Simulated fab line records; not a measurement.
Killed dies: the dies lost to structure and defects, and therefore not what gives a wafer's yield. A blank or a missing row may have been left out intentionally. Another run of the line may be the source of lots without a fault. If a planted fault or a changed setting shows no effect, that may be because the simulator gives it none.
Which tool did it? | flow n5_finfet | 11 lots with 33 wafers sampled at 6 steps, on a route of 1938 steps

## WHAT THE GAUGES SHOWED, per wafer
N5_BEOL_M13_THK_MEAS_01.
lot  | measured     | on            | M13_ILD_THK (nm)
L075 | day 13 19:44 | film_metro-02 | 831 845 840
L077 | day 14 07:44 | film_metro-01 | 838 833 840
L080 | day 14 23:56 | film_metro-01 | 822 836 843
L083 | day 15 07:13 | film_metro-01 | 847 850 840
L084 | day 15 15:52 | film_metro-02 | 822 849 851
L092 | day 16 04:30 | film_metro-01 | 834 829 847
L088 | day 16 22:08 | film_metro-02 | 833 846 844
L089 | day 17 03:31 | film_metro-02 | 829 845 845
L091 | day 17 16:00 | film_metro-02 | 834 829 842
L096 | day 18 19:32 | film_metro-01 | 832 828 845
L094 | day 19 12:31 | film_metro-02 | 821 835 840

## WHICH TOOL RAN EACH LOT (tool, then ch and the chambers of the sampled wafers, then the start)
lot  | N5_BEOL_M11_ETCH_66                | N5_BEOL_M12_ILD_DEP_00          | N5_BEOL_M12_ETCH_59                | N5_BEOL_M12_STRIP_63                 | N5_BEOL_M12_DEP_53
L075 | rie_diel-01 ch 0,1,3, day 13 09:19 | pecvd-02 ch 0,1,2, day 13 13:38 | rie_diel-05 ch 0,3, day 13 14:30   | plasma_asher-02 ch 0,1, day 13 14:45 | pecvd-01 ch 0,2, day 13 19:28
L077 | rie_diel-03 ch 0,2, day 13 23:53   | pecvd-02 ch 0,1,2, day 14 03:05 | rie_diel-04 ch 0,2, day 14 03:40   | plasma_asher-01 ch 0,1, day 14 03:55 | pecvd-01 ch 1,2, day 14 07:26
L080 | rie_diel-06 ch 1,2,3, day 14 16:47 | pecvd-04 ch 1,2, day 14 19:48   | rie_diel-02 ch 0,1,2, day 14 20:21 | plasma_asher-02 ch 0,1, day 14 20:36 | pecvd-02 ch 0,1,2, day 14 23:39
L083 | rie_diel-03 ch 2,3, day 14 22:26   | pecvd-02 ch 1,2, day 15 01:25   | rie_diel-02 ch 1,2, day 15 01:59   | plasma_asher-01 ch 0,1, day 15 02:14 | pecvd-04 ch 0,1, day 15 06:56
L084 | rie_diel-01 ch 0,2,3, day 15 06:09 | pecvd-04 ch 0,2, day 15 09:24   | rie_diel-05 ch 1,3, day 15 09:58   | plasma_asher-02 ch 0,1, day 15 10:14 | pecvd-02 ch 0,2, day 15 15:35
L092 | rie_diel-03 ch 0,2,3, day 15 17:40 | pecvd-01 ch 1,2, day 15 22:05   | rie_diel-05 ch 1,2,3, day 15 22:39 | plasma_asher-01 ch 0,1, day 15 22:54 | pecvd-04 ch 1,2, day 16 04:14
L088 | rie_diel-03 ch 2,3, day 16 11:35   | pecvd-02 ch 0,1, day 16 15:07   | rie_diel-04 ch 0,1, day 16 15:54   | plasma_asher-02 ch 0,1, day 16 16:10 | pecvd-01 ch 0,1, day 16 21:52
L089 | rie_diel-06 ch 0,1,3, day 16 18:35 | pecvd-04 ch 0,2, day 16 21:53   | rie_diel-02 ch 1,3, day 16 22:35   | plasma_asher-01 ch 0,1, day 16 22:50 | pecvd-01 ch 0,1, day 17 03:14
L091 | rie_diel-06 ch 0,1,3, day 16 23:13 | pecvd-01 ch 0,1,2, day 17 03:19 | rie_diel-05 ch 0,1,2, day 17 04:01 | plasma_asher-01 ch 0,1, day 17 04:31 | pecvd-02 ch 0,2, day 17 15:43
L096 | rie_diel-06 ch 0,1, day 18 10:32   | pecvd-02 ch 0,2, day 18 14:12   | rie_diel-04 ch 1,2,3, day 18 14:53 | plasma_asher-01 ch 0,1, day 18 15:08 | pecvd-02 ch 0,1, day 18 19:16
L094 | rie_diel-01 ch 0,2, day 19 02:57   | pecvd-02 ch 0,1,2, day 19 07:07 | rie_diel-02 ch 0,1,3, day 19 07:55 | plasma_asher-01 ch 0,1, day 19 08:10 | pecvd-01 ch 0,1,2, day 19 12:11
- N5_BEOL_M11_ETCH_66: etches SOC in N2/H2, target depth 120 nm, overetch 24 nm, time 180 s.
- N5_BEOL_M12_ILD_DEP_00: deposits SiOC from DEMS/O2, target thk 658.92 nm, time 130.7 s.
- N5_BEOL_M12_ETCH_59: etches BARC in N2/H2, target depth 89 nm, overetch 26.7 nm, time 67.9 s.
- N5_BEOL_M12_STRIP_63: strips in N2/H2.
- N5_BEOL_M12_DEP_53: deposits SiCN from 3MS/NH3, target thk 30 nm, time 10.5 s.

## THE ANSWER, worked out from the rows above alone
Rule: the usual values come from the lots themselves. The widest of any qualifying gaps counts: lots, ordered by their means at a reading, are off when they make up no more than a third of the lots, leave a main group of 4 or more, and stand apart from it by 3 or more times the standard deviation of that group's means. A main group is skipped when, at the precision printed for the reading in the tables above, its means are all equal. Also off: a lot with no number at a reading for which 4 or more lots have one. Where the step has rows for the other lots, those lots are counted as sound.
No lot is off on any of the readings shown, so nothing can be concluded from this.

## WHAT THE SIMULATOR PUT IN
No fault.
